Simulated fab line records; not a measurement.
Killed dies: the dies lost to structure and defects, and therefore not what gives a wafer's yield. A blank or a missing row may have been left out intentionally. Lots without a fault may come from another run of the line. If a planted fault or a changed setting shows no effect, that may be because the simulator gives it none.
Chamber matching | flow nand_harc | ald_sin-04 running NHARC_P_GATE_ALD_36: 4 sister chambers
The step deposits SiNx, target thk 20 nm, pulse time 60 s, ald cycles 223. 8 wafers are shown with their chamber, then 9 later ones without.

## WAFERS PAIRED WITH THEIR CHAMBERS
wafer  | chamber | heater_power_w (W) | heater_power_outer_w (W)
L077.3 | 2       | 799                | 500
L082.4 | 3       | 856                | 550
L082.5 | 1       | 958                | 618
L085.3 | 1       | 951                | 603
L085.5 | 3       | 848                | 549
L087.4 | 0       | 740                | 471
L087.1 | 2       | 807                | 518
L087.6 | 0       | 750                | 487

## WAFERS WITH NO CHAMBER GIVEN
wafer  | heater_power_w (W) | heater_power_outer_w (W)
L090.4 | 759                | 480
L090.3 | 786                | 506
L090.5 | 726                | 478
L093.2 | 759                | 484
L093.3 | 958                | 620
L093.6 | 776                | 486
L095.3 | 968                | 616
L095.2 | 847                | 555
L095.5 | 774                | 500

## WHICH CHAMBER EACH WENT THROUGH
wafer  | from the rows above     | in truth
L090.4 | 0                       | 0
L090.3 | 2                       | 2
L090.5 | 0                       | 0
L093.2 | 0                       | 0
L093.3 | 1                       | 1
L093.6 | can't be placed: 2 or 0 | 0
L095.3 | 1                       | 1
L095.2 | 3                       | 3
L095.5 | can't be placed: 2 or 0 | 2
Correct placement for 7 of the 9. These rows do not allow placing 2 (true chamber among the candidates in 2). Placed wrongly: 0.
How it was worked out, from the rows above alone: a wafer's distance from a chamber is the root of the sum, over the readings, of the square of ((its reading less the chamber's mean) divided by the reading's scatter). If the next closest chamber is less than 2 further off than the closest, the wafer can't be placed; otherwise it belongs to the closest. Each chamber's mean is taken over the wafers shown for it. The scatter: take each reading less its chamber's mean, square it, sum over the shown wafers, divide by the number of wafers less the number of chambers, and take the root.
